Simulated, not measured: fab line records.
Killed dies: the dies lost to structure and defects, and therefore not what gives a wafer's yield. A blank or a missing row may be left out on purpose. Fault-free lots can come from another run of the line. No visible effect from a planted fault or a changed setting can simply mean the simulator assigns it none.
Chamber matching | flow n5-finfet | N5_BEOL_M2_ETCHBACK_99 on rie-diel-06 has 4 sister chambers
The step etches SiO2 in CHF3, target depth 5 nm, time 10.4 s. 14 wafers are shown with their chamber, then 7 later ones without.

WAFERS PAIRED WITH THEIR CHAMBERS
wafer  | chamber | showerhead-plenum-p-Torr (Torr) | oes-product-au (a.u.) | drypump-motor-current-A (A)
L082.1 | 0       | 2.15                            | 0.73                  | 5.9
L082.4 | 0       | 2.15                            | 0.73                  | 5.9
L082.6 | 2       | 2.06                            | 0.76                  | 5.7
L084.1 | 2       | 2.06                            | 0.75                  | 5.6
L084.2 | 3       | 2.03                            | 0.68                  | 6.6
L084.6 | 0       | 2.14                            | 0.72                  | 5.9
L085.3 | 3       | 2.03                            | 0.68                  | 6.6
L085.5 | 1       | 2.27                            | 0.84                  | 6.4
L085.6 | 2       | 2.06                            | 0.76                  | 5.7
L086.1 | 0       | 2.14                            | 0.72                  | 5.9
L086.5 | 1       | 2.27                            | 0.84                  | 6.5
L086.6 | 0       | 2.14                            | 0.73                  | 5.9
L090.2 | 2       | 2.06                            | 0.76                  | 5.6
L090.3 | 1       | 2.27                            | 0.85                  | 6.4

SIGNATURES (averages over the wafers above)
reading                  | chamber 0 | chamber 1 | chamber 2 | chamber 3 | scatter within a chamber
showerhead-plenum-p-Torr | 2.1440    | 2.2700    | 2.0600    | 2.0300    | 0.00346
oes-product-au           | 0.7260    | 0.8433    | 0.7575    | 0.6800    | 0.00512
drypump-motor-current-A  | 5.900     | 6.433     | 5.650     | 6.600     | 0.0408
Rule: a wafer's distance from a chamber is the root of the sum, over the readings, of the square of ((its reading less the chamber's mean) divided by the reading's scatter). The wafer belongs to the nearest chamber; if the next one is less than 2 further off, it can't be placed. How the scatter is found: for the shown wafers, subtract from each reading the mean of its chamber, square and add these, divide the total by (wafers less chambers), then take the root.

WAFERS WHOSE CHAMBER IS MISSING
wafer  | showerhead-plenum-p-Torr (Torr) | oes-product-au (a.u.) | drypump-motor-current-A (A)
L090.6 | 2.14                            | 0.73                  | 5.9
L092.2 | 2.05                            | 0.74                  | 5.7
L092.4 | 2.06                            | 0.74                  | 5.7
L092.5 | 2.26                            | 0.83                  | 6.4
L096.1 | 2.29                            | 0.96                  | 6.6
L096.3 | 2.05                            | 0.74                  | 5.6
L096.6 | 2.29                            | 0.96                  | 6.6

WHICH CHAMBER EACH ONE RAN IN
wafer  | from the rows above | in truth
L090.6 | 0                   | 0
L092.2 | 2                   | 2
L092.4 | 2                   | 2
L092.5 | 1                   | 1
L096.1 | 1                   | 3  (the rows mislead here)
L096.3 | 2                   | 2
L096.6 | 1                   | 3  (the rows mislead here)
5 of 7 placed correctly. Can't be placed from these rows: 0. 2 placed wrongly.
